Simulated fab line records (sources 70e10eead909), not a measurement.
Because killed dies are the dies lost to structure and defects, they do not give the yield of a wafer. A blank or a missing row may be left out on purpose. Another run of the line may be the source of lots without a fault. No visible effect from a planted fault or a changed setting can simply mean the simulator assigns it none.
Matching of chambers || flow nand harc || 4 sister chambers for NHARC_A_WL_FILL_ALD_00 on ald hk-02
The step deposits Al2O3, target thk 3 nm, pulse time 3 s, ald cycles 30. 16 wafers are shown with their chamber, then 7 later ones without.

== EACH WAFER AND ITS CHAMBER ==
{"wafer": "L335.1", "chamber": 1, "heater power w (W)": 457, "precursor pulse height rel": 0.988}
{"wafer": "L335.4", "chamber": 3, "heater power w (W)": 483, "precursor pulse height rel": 0.991}
{"wafer": "L335.5", "chamber": 2, "heater power w (W)": 455, "precursor pulse height rel": 1.042}
{"wafer": "L334.1", "chamber": 3, "heater power w (W)": 494, "precursor pulse height rel": 0.988}
{"wafer": "L334.3", "chamber": 0, "heater power w (W)": 442, "precursor pulse height rel": 0.979}
{"wafer": "L334.5", "chamber": 2, "heater power w (W)": 461, "precursor pulse height rel": 1.015}
{"wafer": "L339.4", "chamber": 1, "heater power w (W)": 444, "precursor pulse height rel": 0.984}
{"wafer": "L339.5", "chamber": 0, "heater power w (W)": 437, "precursor pulse height rel": 1.028}
{"wafer": "L339.6", "chamber": 1, "heater power w (W)": 444, "precursor pulse height rel": 0.979}
{"wafer": "L341.1", "chamber": 3, "heater power w (W)": 493, "precursor pulse height rel": 0.988}
{"wafer": "L341.2", "chamber": 0, "heater power w (W)": 454, "precursor pulse height rel": 0.984}
{"wafer": "L341.4", "chamber": 2, "heater power w (W)": 455, "precursor pulse height rel": 0.968}
{"wafer": "L349.2", "chamber": 0, "heater power w (W)": 438, "precursor pulse height rel": 1.020}
{"wafer": "L349.3", "chamber": 1, "heater power w (W)": 495, "precursor pulse height rel": 1.021}
{"wafer": "L351.1", "chamber": 2, "heater power w (W)": 447, "precursor pulse height rel": 1.039}
{"wafer": "L351.2", "chamber": 0, "heater power w (W)": 459, "precursor pulse height rel": 0.997}

SIGNATURES (averages over the wafers above)
{"reading": "heater power w", "chamber 0": 446.00, "chamber 1": 460.00, "chamber 2": 454.50, "chamber 3": 490.00, "scatter within a chamber": 13.9}
{"reading": "precursor pulse height rel", "chamber 0": 1.00160, "chamber 1": 0.99300, "chamber 2": 1.01600, "chamber 3": 0.98900, "scatter within a chamber": 0.0232}
Rule: a wafer's distance from a chamber is the root of the sum, over the readings, of the square of ((its reading less the chamber's mean) divided by the reading's scatter). The wafer belongs to the nearest chamber; if the next one is less than 2 further off, it can't be placed. How the scatter is found: for the shown wafers, subtract from each reading the mean of its chamber, square and add these, divide the total by (wafers less chambers), then take the root.

== WAFERS WITH NO CHAMBER GIVEN ==
{"wafer": "L351.4", "heater power w (W)": 475, "precursor pulse height rel": 1.027}
{"wafer": "L354.1", "heater power w (W)": 498, "precursor pulse height rel": 0.995}
{"wafer": "L354.2", "heater power w (W)": 487, "precursor pulse height rel": 0.991}
{"wafer": "L354.6", "heater power w (W)": 488, "precursor pulse height rel": 0.987}
{"wafer": "L356.1", "heater power w (W)": 453, "precursor pulse height rel": 0.990}
{"wafer": "L356.3", "heater power w (W)": 483, "precursor pulse height rel": 0.986}
{"wafer": "L356.4", "heater power w (W)": 482, "precursor pulse height rel": 1.001}

== WHICH CHAMBER EACH ONE RAN IN ==
{"wafer": "L351.4", "from the rows above": "can't be placed: 2 or 1 or 3 or 0", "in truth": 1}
{"wafer": "L354.1", "from the rows above": 3, "in truth": 3}
{"wafer": "L354.2", "from the rows above": "can't be placed: 3 or 1", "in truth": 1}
{"wafer": "L354.6", "from the rows above": "can't be placed: 3 or 1", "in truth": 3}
{"wafer": "L356.1", "from the rows above": "can't be placed: 1 or 0 or 2", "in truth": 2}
{"wafer": "L356.3", "from the rows above": "can't be placed: 3 or 1 or 2", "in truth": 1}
{"wafer": "L356.4", "from the rows above": "can't be placed: 3 or 1 or 2 or 0", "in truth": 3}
Correct placement for 1 of the 7. These rows do not allow placing 6 (true chamber among the candidates in 6). Number placed wrongly: 0.
